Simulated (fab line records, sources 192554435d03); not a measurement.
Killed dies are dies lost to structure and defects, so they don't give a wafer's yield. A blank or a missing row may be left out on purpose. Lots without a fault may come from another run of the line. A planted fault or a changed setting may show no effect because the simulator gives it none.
fab line records | flow n5_finfet
record lots=8 wafers=22 last_day=19
route steps=1938 shown BEOL_M4@1111 BEOL_M5@1189 BEOL_M6@1209 PASSIVATION@1936
lots that met no fault: from a run of the same line without faults
start_h: hours from the record's first day to the start of the lot's first wafer shown | wait_h: hours since the lot's step before | " the same as in the row above | L1.1+2: a row that stands for several wafers | - no value, or no start given | * or withheld: withheld | < > ~ a bound
route shown NAME@n: a module of which the file shows steps, and the number in the route of the first | usual: mean/standard deviation of fault-free wafers | same: alike in all rows | chamber/n: place in a boat | sites: the reading at each site | _std_site: their standard deviation | _edge_site: outer sites' mean less inner sites' | radius_mm: how far each site lies from the wafer's centre | mask NAME#n: copy n | behind: the tool/chamber that last shaped the wafer | hold: why the lot was held/for how many hours/how that ended | device: the transistor (n, p or np) that didn't switch | end of line: the same wafers' tests at the end of the route | a step without rows: its recipe alone | killed: dies lost to structure and defects at the first sort, not the wafer's yield | map: a wafer's dies, x killed, . not, _ none there
set.NAME: the setting as run; set.NAME@STEP: as run at that earlier step | model.NAME: the simulator's own value behind a step, which no gauge read
steps of the route over a sample of lots; a table a step, a row a wafer
services: from which hour (start_h, from the record's first day; less than 0 if before it) a tool's chamber was out of use, for how many hours, and why
## steps
# step N5_BEOL_M4_RC_MEAS_101
# usual DIBL_N=36.5/1.9 DIBL_P=36.4/2.2 IOFF_N=0.17/0.034 IOFF_P=0.21/0.036 ION_N=678/12 ION_P=462/7.1 SS_N=71.7/0.61 SS_P=73.4/0.71 VT_N=249/3.5 VT_P=-251/3
# columns lot.wafer tool chamber start_h wait_h DIBL_N[mV/V] DIBL_P[mV/V] IOFF_N[nA/um] IOFF_P[nA/um] ION_N[uA/um] ION_P[uA/um] SS_N[mV/dec] SS_P[mV/dec] VT_N[mV] VT_P[mV]
L897.1 prober-02 0 185.35 0.0 37.6 37.9 0.16 0.23 671 455 71.6 73.9 248 -250
L897.2 " 0 " " 40.3 40.5 0.23 0.27 691 471 71.8 75.4 243 -247
L897.6 " 0 " " 36.1 35.1 0.15 0.18 666 453 70.9 73.0 251 -253
L898.3 prober-02 0 204.51 0.3 39.2 39.0 0.22 0.23 689 462 72.0 74.0 246 -252
L898.6 " 0 " " 39.5 38.4 0.22 0.24 677 464 72.4 73.7 245 -252
L904.2 prober-01 0 237.59 0.2 36.3 34.0 0.13 0.17 664 456 70.8 72.6 253 -258
L904.4 " 0 " " 36.0 33.9 0.13 0.16 671 453 70.9 73.0 252 -255
L904.5 " 0 " " 35.0 32.9 0.12 0.16 658 458 71.3 72.2 256 -256
L907.1 prober-02 0 274.55 0.0 35.0 34.6 0.12 0.17 667 456 71.5 72.6 256 -254
L907.4 " 0 " " 35.8 35.2 0.13 0.18 664 452 71.1 72.2 254 -252
L914.4 prober-01 0 307.56 0.5 33.3 34.4 0.14 0.16 686 462 72.0 72.5 250 -254
L914.5 " 0 " " 33.8 34.5 0.12 0.16 662 455 71.7 73.3 254 -253
L914.6 " 0 " " 35.5 36.3 0.16 0.19 674 456 71.9 73.9 250 -253
L917.1 prober-01 0 308.03 0.2 37.5 38.5 0.20 0.21 690 465 73.0 74.2 247 -251
L917.3 " 0 " " 36.0 37.6 0.16 0.18 665 449 71.5 73.1 250 -254
L917.5 " 0 " " 35.6 37.0 0.16 0.19 686 466 71.1 73.4 248 -256
L916.1 prober-01 0 318.58 0.0 38.7 38.4 0.20 0.27 687 466 72.4 74.0 247 -246
L916.2 " 0 " " 36.4 35.0 0.16 0.21 684 465 71.9 73.6 249 -250
L916.3 " 0 " " 35.9 34.8 0.14 0.20 678 468 71.1 73.4 252 -253
L919.1 prober-01 0 347.71 0.0 36.4 35.3 0.16 0.21 669 459 71.8 73.7 250 -250
L919.3 " 0 " " 34.1 32.6 0.13 0.17 673 464 71.4 72.4 253 -253
L919.5 " 0 " " 34.1 32.6 0.13 0.18 676 466 71.1 73.0 251 -252
# step N5_BEOL_M5_CO_CAP_78
# recipe material=Co target_thk_a=20 temp_c=200 precursor=CCTBA/H2 pressure_torr=30 time_s=102.1
# usual chamber_pressure_Torr=30.01/0.063 heater_power_w=239/29
# columns lot.wafer tool chamber start_h wait_h chamber_pressure_Torr heater_power_w
L897.1 cvd_co-02 0 197.69 0.0 29.89 183
L897.2 " 2 " " 30.00 229
L897.6 " 2 " " 30.02 229
L898.3 cvd_co-01 1 217.21 0.0 30.13 223
L898.6 " 0 " " 29.98 228
L904.2 cvd_co-01 2 251.74 0.0 30.00 271
L904.4 " 2 " " 30.09 277
L904.5 " 1 " " 30.11 229
L907.1 cvd_co-02 0 286.08 0.0 29.98 185
L907.4 " 0 " " 29.99 180
L914.4 cvd_co-01 0 324.18 0.0 30.02 229
L914.5 " 1 " " 30.01 222
L914.6 " 2 " " 30.04 277
L917.1 cvd_co-01 1 325.10 0.0 30.06 222
L917.3 " 0 " " 29.99 221
L917.5 " 0 " " 29.94 226
L916.1 cvd_co-01 2 329.74 0.0 30.00 268
L916.2 " 1 " " 30.01 227
L916.3 " 0 " " 30.01 230
L919.1 cvd_co-01 0 365.46 0.0 29.97 224
L919.3 " 1 " " 30.04 234
L919.5 " 1 " " 30.09 229
# step N5_BEOL_M6_INSPECT_13
# recipe mode=adi inspect_instrument=brightfield
# usual raw_defect_count=430/97
# columns lot.wafer tool chamber start_h wait_h raw_defect_count
L897.1 defect_inspect-01 - 200.87 0.0 424
L897.2 " - " " 343
L897.6 " - " " 397
L898.3 defect_inspect-02 - 218.68 0.0 373
L898.6 " - " " 382
L904.2 defect_inspect-01 - 254.99 0.0 396
L904.4 " - " " 550
L904.5 " - " " 499
L907.1 defect_inspect-02 - 289.20 0.0 481
L907.4 " - " " 285
L914.4 defect_inspect-02 - 326.41 0.0 324
L914.5 " - " " 364
L914.6 " - " " 296
L917.1 defect_inspect-02 - 326.60 0.0 327
L917.3 " - " " 628
L917.5 " - " " 518
L916.1 defect_inspect-02 - 332.50 0.0 465
L916.2 " - " " 397
L916.3 " - " " 382
L919.1 defect_inspect-01 - 370.37 0.0 400
L919.3 " - " " 350
L919.5 " - " " 651
# step N5_BEOL_M6_STRIP_19
# recipe chemistry=O2 power_w=400 temp_c=40 pressure_mtorr=30 rf_frequency_hz=6e+07 bias_power_w=0 overash_fraction=0.2 o2_flow_sccm=225
# usual drypump_motor_current_A=5.6/0.43 oes_product_au=0.83/0.064 rf_vpp_V=3.7/0.59 showerhead_plenum_p_Torr=2.12/0.083 throttle_valve_pct=16.62/0.17
# columns lot.wafer tool chamber start_h wait_h drypump_motor_current_A oes_product_au rf_hours_counter_h rf_vpp_V showerhead_plenum_p_Torr throttle_valve_pct
L897.1 rie_diel-04 3 201.36 0.1 5.9 0.92 17 4.2 2.23 16.60
L897.2 " 1 " " 6.5 0.86 59 4.3 2.04 16.84
L897.6 " 2 " " 5.5 0.80 - 4.0 2.11 16.36
L898.3 rie_diel-03 0 219.10 0.1 5.4 0.75 143 3.7 2.03 16.78
L898.6 " 3 " " 5.5 0.79 - 3.9 2.20 16.50
L904.2 rie_diel-04 1 255.41 0.1 6.5 0.83 74 3.7 2.03 16.88
L904.4 " 3 " " 5.9 0.89 32 4.4 2.22 16.64
L904.5 " 2 " " 5.4 0.79 - 4.2 2.10 16.37
L907.1 rie_diel-04 1 289.63 0.1 6.5 0.82 85 3.4 2.03 16.89
L907.4 " 0 " " 5.1 0.87 23 3.8 2.07 16.71
L914.4 rie_diel-03 0 327.28 0.1 5.3 0.73 179 3.5 2.02 16.85
L914.5 " 2 " " 5.6 0.72 - 3.6 2.00 16.83
L914.6 " 3 " " 5.5 0.76 - 4.5 2.19 16.56
L917.1 rie_diel-04 0 327.29 0.1 5.1 0.85 35 3.8 2.07 16.72
L917.3 " 3 " " 5.9 0.85 57 4.3 2.21 16.68
L917.5 " 1 " " 6.5 0.82 - 3.7 2.02 16.92
L916.1 rie_diel-03 0 332.94 0.1 5.3 0.72 181 3.6 2.02 16.86
L916.2 " 1 " " 5.3 0.82 87 3.4 2.23 16.45
L916.3 " 2 " " 5.6 0.71 173 3.3 2.00 16.83
L919.1 rie_diel-04 2 370.99 0.1 5.4 0.77 147 4.4 2.09 16.45
L919.3 " 1 " " 6.5 0.80 111 3.9 2.02 16.93
L919.5 " 0 " " 5.1 0.83 - 4.5 2.06 16.78
# step N5_BEOL_M6_ETCH_65
# recipe chemistry=CF4 target=SiARC target_depth_a=156 mask_material=CAR-EUV time_s=26 ion_energy_ev=80 pressure_mtorr=40 source_w=545 bias_w=36 Ar_flow_sccm=100 cf4_flow_sccm=100 ends=cleared
# usual bias_w=36.01/0.11 cf4_flow_sccm=100.0/0.32 drypump_motor_current_A=5.5/0.42 etch_rf_on_time_s=25.7/0.63 oes_product_au=0.71/0.053 rf_vpp_V=184.3/1.3 showerhead_plenum_p_Torr=2.16/0.078 throttle_valve_pct=15.55/0.18
# columns lot.wafer tool chamber start_h wait_h bias_w cf4_flow_sccm drypump_motor_current_A etch_rf_on_time_s oes_product_au rf_hours_counter_h rf_vpp_V showerhead_plenum_p_Torr throttle_valve_pct
L897.1 rie_diel-01 1 203.09 0.0 36.01 99.4 5.2 25.6 0.78 10 183.8 2.20 15.38
L897.2 " 0 " " 36.02 100.2 5.5 25.7 0.76 23 183.9 2.11 15.48
L897.6 " 1 " " 36.22 99.8 5.3 25.4 0.80 - 186.0 2.20 15.38
L898.3 rie_diel-01 3 221.19 0.0 35.99 100.2 5.0 25.5 0.76 44 184.8 2.18 15.41
L898.6 " 3 " " 36.02 99.8 4.9 25.6 0.76 - 186.1 2.18 15.40
L904.2 rie_diel-01 2 256.47 0.0 36.14 100.2 5.9 25.0 0.83 7 185.3 2.28 15.45
L904.4 " 3 " " 36.02 99.4 5.0 25.6 0.74 57 185.0 2.17 15.42
L904.5 " 2 " " 36.03 100.3 5.9 25.0 0.83 - 186.4 2.28 15.48
L907.1 rie_diel-04 0 294.68 0.0 35.89 99.9 5.1 25.3 0.75 25 182.6 2.10 15.55
L907.4 " 3 " " 35.90 99.8 5.8 25.6 0.74 46 186.0 2.26 15.63
L917.1 rie_diel-01 0 329.16 0.0 35.93 99.8 5.5 26.0 0.70 67 182.6 2.09 15.58
L917.3 " 2 " " 36.03 99.7 5.9 25.4 0.77 34 185.3 2.27 15.51
L917.5 " 0 " " 35.78 100.3 5.5 26.3 0.69 - 184.1 2.09 15.57
L914.4 rie_diel-04 3 329.29 0.0 - - - - - - - - -
L914.5 " 0 " " - - - - - - - - -
L914.6 " 1 " " - - - - - - - - -
L916.1 rie_diel-01 2 333.59 0.0 - - - - - - - - -
L916.2 " 3 " " - - - - - - - - -
L916.3 " 1 " " - - - - - - - - -
L919.1 rie_diel-01 3 371.54 0.0 35.99 100.0 4.9 25.5 0.70 100 183.9 2.16 15.52
L919.3 " 1 " " 35.84 99.3 5.2 25.5 0.70 68 184.7 2.18 15.50
L919.5 " 3 " " 35.87 100.1 4.9 25.3 0.71 - 183.2 2.16 15.52
# step N5_BEOL_M6_ETCH_66
# recipe chemistry=N2/H2 target=SOC target_depth_a=800 overetch_a=160 mask_material=SiARC temp_c=40 time_s=120 ion_energy_ev=200 pressure_mtorr=30 source_w=840 bias_w=150 n2_flow_sccm=200 h2_flow_sccm=200
# usual bias_w=150.0/0.43 chamber_pressure_mTorr=30.001/0.026 drypump_motor_current_A=5.5/0.42 h2_flow_sccm=200.1/0.6 oes_product_au=0.63/0.042 rf_vpp_V=524.3/2.7 showerhead_plenum_p_Torr=2.55/0.099 throttle_valve_pct=17.72/0.22
# columns lot.wafer tool chamber start_h wait_h bias_w chamber_pressure_mTorr drypump_motor_current_A h2_flow_sccm oes_product_au rf_hours_counter_h rf_vpp_V showerhead_plenum_p_Torr throttle_valve_pct
L897.1 rie_diel-01 1 203.12 0.0 150.4 30.016 5.2 199.6 0.70 10 525.1 2.61 17.59
L897.2 " 0 " " 149.3 30.005 5.5 200.5 0.67 23 522.4 2.48 17.66
L897.6 " 1 " " 150.1 29.978 5.2 199.8 0.70 - 525.7 2.61 17.60
L898.3 rie_diel-01 3 221.22 0.0 150.8 29.990 5.0 200.2 0.67 44 524.8 2.57 17.48
L898.6 " 3 " " 149.8 30.026 5.0 199.6 0.67 - 524.7 2.57 17.51
L904.2 rie_diel-01 2 256.50 0.0 150.0 29.967 6.0 199.7 0.73 7 528.1 2.71 17.74
L904.4 " 3 " " 149.3 29.997 5.0 199.5 0.65 57 524.5 2.57 17.51
L904.5 " 2 " " 149.6 30.052 6.0 200.3 0.73 - 528.8 2.71 17.74
L907.1 rie_diel-04 0 294.71 0.0 149.6 30.003 5.1 200.7 0.66 25 521.8 2.47 17.57
L907.4 " 3 " " 150.1 30.011 5.9 200.4 0.66 46 528.0 2.70 17.90
L917.1 rie_diel-01 0 329.19 0.0 150.2 30.034 5.5 199.8 0.62 67 522.9 2.46 17.74
L917.3 " 2 " " 149.6 30.031 5.9 200.3 0.68 34 528.6 2.69 17.77
L917.5 " 0 " " 150.1 30.002 5.5 199.8 0.63 - 521.5 2.46 17.73
L914.4 rie_diel-04 3 329.34 0.0 150.0 30.036 5.8 198.5 0.31 - 527.5 2.69 17.87
L914.5 " 0 " " 149.2 29.969 5.1 199.8 0.32 - 522.8 2.47 17.51
L914.6 " 1 " " 150.7 29.991 6.5 201.0 0.30 - 523.2 2.45 18.10
L916.1 rie_diel-01 2 333.61 0.0 150.4 29.992 5.9 199.8 0.33 36 526.8 2.69 17.75
L916.2 " 3 " " 149.7 30.018 4.9 200.8 0.31 86 524.0 2.55 17.51
L916.3 " 1 " " 149.9 29.987 5.2 199.5 0.31 55 524.6 2.60 17.62
L919.1 rie_diel-01 3 371.57 0.0 150.3 30.007 5.0 199.0 0.61 100 525.3 2.55 17.59
L919.3 " 1 " " 149.8 29.971 5.3 200.6 0.62 68 526.1 2.59 17.69
L919.5 " 3 " " 150.1 29.983 4.9 200.1 0.62 - 525.6 2.55 17.56
# step N5_BEOL_M6_VIA_ETCH_34
# recipe chemistry=C4F6/O2 target=SiCOH_lowk target_depth_a=1263 mask_material=SOC taper_deg=4 time_s=50.9 ion_energy_ev=250 pressure_mtorr=30 source_w=345 bias_w=185 Ar_flow_sccm=300 C4F6_flow_sccm=10 O2_flow_sccm=10
# usual C4F6_flow_sccm=10.00/0.031 O2_flow_sccm=10.00/0.032 drypump_motor_current_A=5.5/0.42 oes_product_au=0.83/0.061 rf_vpp_V=663/10 showerhead_plenum_p_Torr=2.87/0.1 throttle_valve_pct=20.86/0.18
# columns lot.wafer tool chamber start_h wait_h C4F6_flow_sccm O2_flow_sccm drypump_motor_current_A oes_product_au rf_hours_counter_h rf_vpp_V showerhead_plenum_p_Torr throttle_valve_pct
L897.1 rie_diel-01 1 203.22 0.0 10.02 10.01 5.2 0.92 10 664 2.91 20.67
L897.2 " 0 " " 9.96 10.03 5.5 0.90 23 673 2.80 20.84
L897.6 " 1 " " 9.99 9.97 5.2 0.93 - 663 2.91 20.69
L898.3 rie_diel-01 3 221.32 0.0 9.97 10.03 5.0 0.88 44 659 2.89 20.68
L898.6 " 3 " " 9.95 9.97 4.9 0.89 - 659 2.89 20.66
L904.2 rie_diel-01 2 256.60 0.0 10.03 10.01 5.9 0.97 7 653 3.03 20.83
L904.4 " 3 " " 10.03 10.02 4.9 0.86 57 658 2.89 20.68
L904.5 " 2 " " 9.99 10.01 5.9 0.98 - 653 3.03 20.84
L907.1 rie_diel-04 0 294.81 0.0 9.96 10.03 5.1 0.88 25 664 2.80 20.96
L907.4 " 3 " " 10.00 10.01 5.9 0.86 46 651 3.00 20.89
L917.1 rie_diel-01 0 329.29 0.0 10.01 10.03 5.5 0.81 67 674 2.78 20.91
L917.3 " 2 " " 10.04 10.01 6.0 0.90 34 653 3.02 20.89
L917.5 " 0 " " 10.03 10.02 5.5 0.82 - 674 2.78 20.92
L914.4 rie_diel-04 3 329.42 0.0 9.97 10.03 5.9 0.32 - 652 2.99 20.77
L914.5 " 0 " " 9.97 10.06 5.1 0.32 - 664 2.80 20.81
L914.6 " 1 " " 10.01 9.95 6.5 0.30 - 672 2.77 21.10
L916.1 rie_diel-01 2 333.72 0.0 9.97 10.04 5.9 0.33 36 652 3.02 20.71
L916.2 " 3 " " 9.99 10.02 4.9 0.31 86 658 2.87 20.57
L916.3 " 1 " " 10.00 9.97 5.2 0.31 55 664 2.89 20.59
L919.1 rie_diel-01 3 371.67 0.0 10.01 9.97 5.0 0.82 100 657 2.87 20.76
L919.3 " 1 " " 10.00 10.01 5.2 0.82 68 662 2.88 20.76
L919.5 " 3 " " 9.99 9.96 4.9 0.83 - 658 2.87 20.75
# step N5_PASSIVATION_PROBE_49
# usual defect_limited_yield=91.0/1.5 killed_at_M0_to_M3=35/11 killed_at_M4_up=13/5 killed_at_contacts=12/5.9 killed_at_front_end=42/13 killed_at_other=3/3.2 killed_dies=106/18 killed_on_rim=14/4.2 killed_open=69/13 killed_short=35/8.9 sort_bin_5_function=5.2/0.95 sort_bin_6_memory=3.3/0.71 sort_n_pass=1074/18 sort_yield_pct=91.0/1.5
# same gross_dies=1180 killed_at_back_side=0 sort_bin_4_leakage[%]=0 sort_bin_8_speed[%]=0
# columns lot.wafer tool chamber start_h wait_h defect_limited_yield[%] killed_at_M0_to_M3 killed_at_M4_up killed_at_contacts killed_at_front_end killed_at_other killed_dies killed_on_rim killed_open killed_short sort_bin_5_function[%] sort_bin_6_memory[%] sort_n_pass sort_yield_pct[%]
L914.4 prober-01 - 425.43 0.2 0 25 1117 13 22 3 1180 152 47 26 97.6 2.3 0 0
L914.5 prober-01 - 425.48 0.2 0 49 1088 7 31 5 1180 152 71 34 97.3 2.6 0 0
L914.6 prober-01 - 425.53 0.3 0 32 1104 10 34 0 1180 152 56 26 97.8 2.0 0 0
L916.1 prober-02 - 434.13 0.0 0 29 1095 4 40 12 1180 152 66 34 96.9 3.0 0 0
L916.2 prober-02 - 434.18 0.1 0 33 1100 5 36 6 1180 152 63 31 96.8 2.7 0 0
L916.3 prober-02 - 434.23 0.1 0 33 1089 10 40 8 1180 152 64 38 96.9 2.8 0 0
# killed by level:class
L914.4 BEOL_M6:area_etch=1106 MOL_CONTACT_COAG:geometric_particle:open=10 BEOL_M4:geometric_particle:open=7 BEOL_M0_SAQP:geometric_particle:open=6 BEOL_M3:geometric_particle:open=5 BEOL_M1:geometric_particle:open=4 FIN_SAQP:geometric_particle:short=3 DUMMY_GATE:geometric_particle:open=3
L914.5 BEOL_M6:area_etch=1075 BEOL_M3:geometric_particle:open=15 BEOL_M2:geometric_particle:open=13 FIN_SAQP:geometric_particle:short=6 FIN_SAQP:geometric_particle:open=6 GATE_CUT:geometric_particle:open=5 MOL_CONTACT_COAG:geometric_particle:open=5 BEOL_M0_SAQP:geometric_particle:short=5
L914.6 BEOL_M6:area_etch=1098 BEOL_M2:geometric_particle:open=9 FIN_SAQP:geometric_particle:short=7 MOL_CONTACT_COAG:geometric_particle:open=7 BEOL_M0_SAQP:geometric_particle:open=7 FIN_SAQP:geometric_particle:open=5 BEOL_M3:geometric_particle:open=5 STARTING-WAFER:geometric_particle:open=4
L916.1 BEOL_M6:area_etch=1079 FIN_SAQP:geometric_particle:open=12 GATE_CUT:geometric_particle:short=10 BEOL_M4:geometric_particle:open=10 BEOL_M0_SAQP:geometric_particle:short=8 STI_FIN_REVEAL:geometric_particle:open=7 BEOL_M0_SAQP:geometric_particle:open=6 PASS1_CAP:geometric_particle:open=6
L916.2 BEOL_M6:area_etch=1085 STI_FIN_REVEAL:geometric_particle:open=13 BEOL_M4:geometric_particle:open=10 BEOL_M0_SAQP:geometric_particle:short=9 BEOL_M0_SAQP:geometric_particle:open=8 BEOL_M3:geometric_particle:open=7 FIN_SAQP:geometric_particle:short=5 MOL_CONTACT_COAG:geometric_particle:open=4
L916.3 BEOL_M6:area_etch=1078 BEOL_M3:geometric_particle:open=10 STI_FIN_REVEAL:geometric_particle:open=9 BEOL_M0_SAQP:geometric_particle:short=9 FIN_SAQP:geometric_particle:open=7 MOL_CONTACT_COAG:geometric_particle:open=7 BEOL_M4:geometric_particle:open=7 BEOL_M0_SAQP:geometric_particle:open=6
## services
# columns tool chamber start_h hours kind
cvd_co-01 - 178.62 0.5 repair
rie_diel-01 3 183.63 4.1 repair
rie_diel-04 0 188.21 - clean
rie_diel-04 0 188.21 - consumable_replace:focus_ring
rie_diel-04 0 188.21 24.3 scheduled_down
rie_diel-04 0 188.21 24.3 vent_cycle
rie_diel-01 2 208.41 - clean
rie_diel-01 2 208.41 - consumable_replace:focus_ring
rie_diel-01 2 208.41 - consumable_replace:showerhead
rie_diel-01 2 208.41 16.5 scheduled_down
rie_diel-01 2 208.41 16.5 vent_cycle
cvd_co-01 - 219.89 0.2 repair
rie_diel-01 2 246.55 8.5 repair
rie_diel-01 1 287.24 4.2 repair
cvd_co-02 - 293.87 0.9 repair
rie_diel-03 3 307.29 5.7 repair
rie_diel-04 2 323.48 19.8 repair
cvd_co-01 1 333.40 - clean
cvd_co-01 1 333.40 22.0 scheduled_down
cvd_co-02 - 355.36 1.7 repair
cvd_co-02 - 357.30 0.9 repair
rie_diel-03 1 365.16 4.2 repair
rie_diel-01 - 366.85 0.9 repair
cvd_co-02 - 369.94 14.6 pm
## key
first_sign step=N5_BEOL_M6_ETCH_65 reading=tool_record direction=missing
effect step=N5_BEOL_M6_ETCH_66 reading=oes_product_au direction=down sigmas=7.5 usual=0.63 struck=0.31
effect step=N5_BEOL_M6_VIA_ETCH_34 reading=oes_product_au direction=down sigmas=8.4 usual=0.83 struck=0.32
effect step=N5_PASSIVATION_PROBE_49 reading=killed_at_M4_up direction=up sigmas=99+ usual=13 struck=1099
more_kills_born_at N5_BEOL_M6_ETCH_65@rie_diel-04=3279 N5_BEOL_M6_ETCH_65@rie_diel-01=3242
met_at N5_BEOL_M6_ETCH_65
struck_lots L914,L916
later_rows_left_out L914.4,L914.5,L914.6,L916.1,L916.2,L916.3
not_acting_at N5_BEOL_M5_CO_CAP_78,N5_BEOL_M6_INSPECT_13,N5_BEOL_M6_STRIP_19
onset_between 329.16 329.29
fault kind=skipped_step_whole tool=rie_diel-01,rie_diel-04 chamber=- onset_h=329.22 steps=N5_BEOL_M6_ETCH_65 scope=struck_lots_only
# later_rows_left_out: the simulator's readings of these wafers behind a module that went badly wrong aren't trusted and aren't shown, but for the sort
